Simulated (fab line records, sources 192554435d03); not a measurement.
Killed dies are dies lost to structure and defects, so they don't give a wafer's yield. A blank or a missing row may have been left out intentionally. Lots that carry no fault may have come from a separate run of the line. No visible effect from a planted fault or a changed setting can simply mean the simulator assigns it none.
Shared-tool check | flow n5 finfet | 24 wafers sampled across 8 lots

== REASON FOR OPENING ==
Of 8 lots, 2 have the reading IOFF_N_LONG flagged at N5_BEOL_M4_RC_MEAS_101. No-fault wafers: 5.52e-05 nA/um, standard deviation 2.7e-06.
Rule: a lot is flagged in two cases, either no wafer of it has a number, or all its wafers with numbers fall more than 4 standard deviations from that mean. All remaining lots are regarded as sound.

lot  | measured     | on        | IOFF_N_LONG (nA/um), wafer by wafer | flag
L908 | day 9 07:46  | prober-01 | 5.27e-05 5.32e-05 5.23e-05          |
L913 | day 10 14:59 | prober-01 | 0.0084762 0.0082906 0.0084384       | FLAGGED
L916 | day 10 20:46 | prober-01 | 5.36e-05 5.45e-05 5.48e-05          |
L914 | day 10 23:31 | prober-01 | 0.0075507 0.0075824 0.0075259       | FLAGGED
L923 | day 12 21:50 | prober-02 | 5.41e-05 5.4e-05 5.52e-05           |
L924 | day 13 01:29 | prober-01 | 5.57e-05 5.61e-05 5.66e-05          |
L925 | day 13 12:31 | prober-02 | 5.5e-05 5.5e-05 5.47e-05            |
L926 | day 13 15:20 | prober-01 | 5.51e-05 5.56e-05 5.64e-05          |
On average the flagged lots read 7.98e-03 nA/um, which is +7.92e-03 nA/um against the usual, or +99 or more standard deviations.

== LOT BY LOT: THE TOOL USED ==
Before the reading, the record contains 4 process steps out of a 1938-step route. Every cell lists first the tool, next ch and the chambers used by the sampled wafers, and last the start.
lot  | flag    | N5_HKMG_FIN_DESCUM_17             | N5_HKMG_FIN_ETCH_32               | N5_HKMG_FIN_ALD_91                 | N5_HKMG_FIN_STRIP_88
L908 |         | rie diel-02 ch 0,1,2, day 5 02:39 | rie diel-02 ch 0,1,2, day 5 02:44 | ald metal-02 ch 2,3, day 5 03:38   | plasma asher-01 ch 0,1, day 5 04:13
L913 | FLAGGED | rie diel-04 ch 0,2,3, day 6 09:22 | rie diel-04 ch 0,2,3, day 6 09:27 | ald metal-02 ch 0,2,3, day 6 10:20 | plasma asher-01 ch 0,1, day 6 10:58
L916 |         | rie diel-02 ch 0,2,3, day 7 04:34 | rie diel-02 ch 0,2,3, day 7 04:39 | ald metal-01 ch 0,1,3, day 7 05:32 | plasma asher-02 ch 0,1, day 7 06:10
L914 | FLAGGED | rie diel-02 ch 0,2,3, day 6 17:18 | rie diel-02 ch 0,2,3, day 6 17:23 | ald metal-02 ch 1,2,3, day 6 18:17 | plasma asher-02 ch 0,1, day 6 19:00
L923 |         | rie diel-03 ch 1,3, day 8 20:47   | rie diel-03 ch 1,3, day 8 20:53   | ald metal-02 ch 1,2, day 8 21:46   | plasma asher-01 ch 0,1, day 8 22:22
L924 |         | rie diel-04 ch 1,3, day 9 10:03   | rie diel-04 ch 1,3, day 9 10:08   | ald metal-03 ch 1,2,3, day 9 11:02 | plasma asher-02 ch 0,1, day 9 11:44
L925 |         | rie diel-03 ch 0,2, day 9 10:07   | rie diel-03 ch 0,2, day 9 10:13   | ald metal-02 ch 2,3, day 9 11:06   | plasma asher-01 ch 0,1, day 9 11:45
L926 |         | rie diel-03 ch 2,3, day 9 17:04   | rie diel-03 ch 2,3, day 9 17:09   | ald metal-01 ch 1,3, day 9 18:02   | plasma asher-01 ch 0,1, day 9 18:47
What is done by these steps:
- N5_HKMG_FIN_DESCUM_17: chemistry O2, time 7.9 s.
- N5_HKMG_FIN_ETCH_32: etches SOC in N2/H2, target depth 240 nm, time 300 s.
- N5_HKMG_FIN_ALD_91: deposits TiN, target thk 1 nm, pulse time 1 s, purge time 3 s.
- N5_HKMG_FIN_STRIP_88: strips in N2/H2, time 360 s.
- N5_BEOL_M4_RC_MEAS_101

== FLAGGED OVER TOTAL, TOOL BY TOOL (the gauges that took the reading come last) ==
step                   | tool            | lots run | flagged | share of the flagged lots | sound lots run after its first flagged lot
N5_HKMG_FIN_DESCUM_17  | rie diel-02     | 3        | 1       | some                      | 1 (L916)
N5_HKMG_FIN_DESCUM_17  | rie diel-03     | 3        | 0       | none                      | -
N5_HKMG_FIN_DESCUM_17  | rie diel-04     | 2        | 1       | some                      | 1 (L924)
N5_HKMG_FIN_ETCH_32    | rie diel-02     | 3        | 1       | some                      | 1 (L916)
N5_HKMG_FIN_ETCH_32    | rie diel-03     | 3        | 0       | none                      | -
N5_HKMG_FIN_ETCH_32    | rie diel-04     | 2        | 1       | some                      | 1 (L924)
N5_HKMG_FIN_ALD_91     | ald metal-01    | 2        | 0       | none                      | -
N5_HKMG_FIN_ALD_91     | ald metal-02    | 5        | 2       | all                       | 2 (L923,L925)
N5_HKMG_FIN_ALD_91     | ald metal-03    | 1        | 0       | none                      | -
N5_HKMG_FIN_STRIP_88   | plasma asher-01 | 5        | 1       | some                      | 3 (L923,L925,L926)
N5_HKMG_FIN_STRIP_88   | plasma asher-02 | 3        | 1       | some                      | 2 (L916,L924)
N5_BEOL_M4_RC_MEAS_101 | prober-01       | 6        | 2       | all                       | 3 (L916,L924,L926)
N5_BEOL_M4_RC_MEAS_101 | prober-02       | 2        | 0       | none                      | -

== WHAT THE TABLE ALLOWS ==
Table rows that saw every flagged lot: 2, namely ald metal-02 at N5_HKMG_FIN_ALD_91 and prober-01 at N5_BEOL_M4_RC_MEAS_101.
- ald metal-02 at N5_HKMG_FIN_ALD_91 ran 5 lots, 2 of them flagged. Sound lots followed the first flagged one (L923, L925) on it, something a lasting fault affecting the whole tool could not allow. On the flagged lots its readings are blank where sound lots have values: chamber pressure Torr, heater power w, precursor pulse height rel.
- prober-01 at N5_BEOL_M4_RC_MEAS_101 ran 6 lots, 2 of them flagged. Sound lots followed the first flagged one (L916, L924, L926) on it, something a lasting fault affecting the whole tool could not allow.
None of the table's rows ran every flagged lot and, after the first, no sound lot.

== WHAT THE SIMULATOR PUT IN ==
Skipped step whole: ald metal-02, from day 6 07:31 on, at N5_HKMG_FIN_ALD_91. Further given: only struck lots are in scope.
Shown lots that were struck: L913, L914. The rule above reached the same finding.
